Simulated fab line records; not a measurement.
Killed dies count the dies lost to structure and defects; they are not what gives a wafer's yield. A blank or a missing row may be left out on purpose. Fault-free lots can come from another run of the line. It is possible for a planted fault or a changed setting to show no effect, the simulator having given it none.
A struck lot beside a sound one -- flow n5Finfet -- 40 steps out of a route of 1938
Sound: the wafers L905.1, L905.2, L905.5. Wafers L900.1, L900.2, L900.4 were the ones struck. At the end, the cause is stated.
At each step with rows: each side's tool, then ch and its chambers, then its first start. Under that, the readings that differ: sound wafers -- struck wafers -- difference of the means -- sigmas: that difference in standard deviations of wafers without a fault.
alike: a reading whose means differ by less than 2 such deviations, as well as words and numbers matching on both sides. not compared: withheld readings; readings where some wafer has no value; bounds like >300 that might hide an equal value; numbers whose values overlap and for which the record gives no deviation.
The two part at a step that has a row with sigmas, a row that says differs or no value, or rows on one side only. Numbers that don't overlap but have no deviation are shown without sigmas and don't part them. A reading missing from all wafers of one side parts the sides only when that side holds two or more wafers.

first, 11 steps without rows for these wafers: N5_STI_FIN_REVEAL_CMP_04 (polishes, stops on Si3N4, t overpolish 4 s, target thk 131.83 nm); N5_STI_FIN_REVEAL_DENSIFY_30; N5_STI_FIN_REVEAL_ETCHBACK_08 (etches SiO2 in C4F6/O2, target depth 30.5 nm, time 10.167 s); N5_STI_FIN_REVEAL_STRIP_24 (strips in N2/H2, time 90 s); N5_STI_FIN_REVEAL_PRECLEAN_25 (cleans in SPM, time 90 s); N5_STI_FIN_REVEAL_PRECLEAN_26 (cleans in SC1, time 45 s); N5_STI_FIN_REVEAL_PRECLEAN_29 (cleans in DHF, time 30 s); N5_STI_FIN_REVEAL_SRD_12 (time 30 s); N5_STI_FIN_REVEAL_RECESS_09 (chemistry HF/NH3, target SiO2, afs cycles 11, target depth 42.5 nm, sublimation time 60 s); N5_STI_FIN_REVEAL_STRIP_16 (strips SiNx in H3PO4, target depth 23.8 nm); N5_STI_FIN_REVEAL_PRECLEAN_17 (cleans in NF3:NH3, afs cycles 1, time 20 s, sublimation time 60 s).
N5_STI_FIN_REVEAL_ETCH_34: etches Si in H2, material Si, target depth 0.97 nm.
  sound on rieSi-04 ch 1,2, day 7 14:07; struck on rieSi-03 ch 0,1,2, day 6 06:28
  no value came back on the struck wafers for any of 6 readings (biasW (W), chamberPressureMTorr (mTorr) and others); on the sound wafers biasW (W) reads 0 0 0
  not compared: rfHoursCounterH
then, 7 steps without rows for these wafers: N5_STI_FIN_REVEAL_OXIDATION_31 (chemistry O2 PLASMA REMOTE, time 20 s); N5_STI_FIN_REVEAL_PRECLEAN_32 (cleans in NF3:NH3, afs cycles 1, time 20 s, sublimation time 60 s); N5_STI_FIN_REVEAL_STRIP_35 (strips Si3N4 in H3PO4, target depth 4 nm, time 39 s); N5_STI_FIN_REVEAL_SRD_21 (time 30 s); N5_STI_FIN_REVEAL_OXIDATION_33 (chemistry O2 PLASMA REMOTE, time 20 s); N5_STI_FIN_REVEAL_CLEAN_19 (cleans in O3/DIW, time 120 s); N5_STI_FIN_REVEAL_SRD_23 (time 30 s).
N5_STI_FIN_REVEAL_CD_MEAS_22: target cd 6.238 nm, pitch 28 nm.
  sound: cdSem-02 at day 7 14:41; struck: cdSem-03 at day 6 07:04
reading,sound,struck,difference,sigmas
cdNm (nm),5.8 6.1 6.4,7.9 8.0 8.1,+1.9,+6
then, 18 steps without rows for these wafers: N5_STI_FIN_REVEAL_PRECLEAN_18 (cleans in SC2, time 45 s); N5_STI_FIN_REVEAL_SRD_28 (time 30 s); N5_DUMMY_GATE_PRECLEAN_00 (cleans in O3/DIW, time 60 s); N5_DUMMY_GATE_SRD_01 (time 30 s); N5_DUMMY_GATE_ALD_02 (deposits SiO2, target thk 2 nm, pulse time 1 s); N5_DUMMY_GATE_CVD_03 (deposits a-Si from SiH4, target thk 150 nm, time 8042 s); N5_DUMMY_GATE_PRECLEAN_46 (cleans in DIW, time 89.5 s); N5_DUMMY_GATE_SRD_47 (dry time 32 s); N5_DUMMY_GATE_CMP_04 (polishes a-Si); N5_DUMMY_GATE_HM_DEP_06 (deposits SiNx from DCS/NH3, target thk 80 nm, time 5141 s); N5_DUMMY_GATE_PECVD_30 (deposits SiO2 from TEOS/O2, target thk 55 nm, time 10.8 s); N5_DUMMY_GATE_COAT_34 (time 60 s, resist thk 60 nm); N5_DUMMY_GATE_COAT_35 (time 60 s, resist thk 10 nm); N5_DUMMY_GATE_COAT_28 (time 60 s, resist thk 10 nm); N5_DUMMY_GATE_COAT_09 (resist thk 30 nm); N5_DUMMY_GATE_EBR_11; N5_DUMMY_GATE_SOFTBAKE_10 (time 60 s); N5_DUMMY_GATE_EXPOSE_12 (exposes mask GATE, target cd 25 nm).
-- here the record skips 6 days between the struck wafers' starts before and after, leaving off in module DUMMY_GATE and picking up in module BEOL_M4 (first step shown: number 1111 of the route) --
N5_BEOL_M4_RC_MEAS_101:
  sound on prober-01 ch 0, day 13 13:47; struck on prober-01 ch 0, day 12 11:18
reading,sound,struck,difference,sigmas
DIBL_N (mV/V),34.9 36.4 33.0,49.0 47.8 49.5,+14.0,+6
DIBL_P (mV/V),34.2 37.6 33.7,53.8 51.9 53.4,+17.9,+6
IOFF_N (nA/um),0.13 0.16 0.11,0.76 0.74 0.83,+0.64,+14
IOFF_N_85C (nA/um),2.6 3.1 2.4,12.0 11.8 12.9,+9.5,+13
IOFF_N_LIN (nA/um),0.057 0.074 0.057,0.359 0.360 0.383,+0.305,+18
IOFF_N_LONG (nA/um),5.29e-05 5.32e-05 5.11e-05,9.08e-05 9.44e-05 9.56e-05,+4.12e-05,+16
IOFF_P (nA/um),0.16 0.20 0.16,0.73 0.67 0.70,+0.53,+10
IOFF_P_85C (nA/um),2.9 3.6 2.8,10.1 9.3 9.7,+6.6,+9
IOFF_P_LIN (nA/um),0.078 0.093 0.079,0.334 0.313 0.322,+0.240,+13
IOFF_P_LONG (nA/um),9.6e-05 9.2e-05 9.6e-05,0.000139 0.000138 0.000132,+0.000042,+4
ION_N (uA/um),656 681 664,759 777 774,+103,+7
ION_P (uA/um),450 464 457,501 508 508,+49,+5
REXT_N (ohm.um),72.4 73.1 73.6,66.6 66.5 67.0,-6.3,-3
REXT_P (ohm.um),100.8 101.8 102.6,91.3 91.4 92.7,-9.9,-4
SS_N (mV/dec),71.0 71.2 70.9,73.9 73.6 74.6,+3.0,+4
SS_P (mV/dec),71.9 73.6 72.2,77.1 76.9 77.2,+4.5,+5
VT_N (mV),256 252 255,224 223 222,-31,-8
VT_N_LONG (mV),274.8 276.0 275.2,256.4 255.7 255.5,-19.5,-9
VT_N_LVT (mV),103 99 102,73 71 70,-30,-8
VT_P (mV),-255 -253 -254,-237 -237 -236,+17,+4
VT_P_LONG (mV),-280 -277 -277,-268 -268 -267,+10,+3
VT_P_LVT (mV),-103 -100 -104,-81 -82 -82,+21,+6
-- here the record skips 4 days between the struck wafers' starts before and after, leaving off in module BEOL_M4 and picking up in module PASSIVATION (first step shown: number 1936 of the route) --
N5_PASSIVATION_PROBE_49:
  sound: prober-02 at day 17 20:22; struck: prober-01 at day 16 23:07
reading,sound,struck,difference,sigmas
killedAtContacts,7 5,24 24 33,+21,+3
sort_bin_4_leakage (%),0 0,93.3 90.7 91.2,+91.7,+99 or more
sortNPass,1103 1080,0 2 0,-1091,-68
sortYieldPct (%),93.5 91.5,0 0.2 0,-92,-66
  alike: defectLimitedYield, killed_at_M0_to_M3, killed_at_M4_up, killedAtFrontEnd, killedAtOther, killedDies, killedOpen, killedShort, sort_bin_5_function, sort_bin_6_memory

== WHERE THEY PART ==
Earliest at N5_STI_FIN_REVEAL_ETCH_34; latest, in this record, at N5_PASSIVATION_PROBE_49.

WHY: what the simulator had put in
Beginning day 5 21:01, the whole step at N5_STI_FIN_REVEAL_ETCH_34 was skipped on rieSi-03. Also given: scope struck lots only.
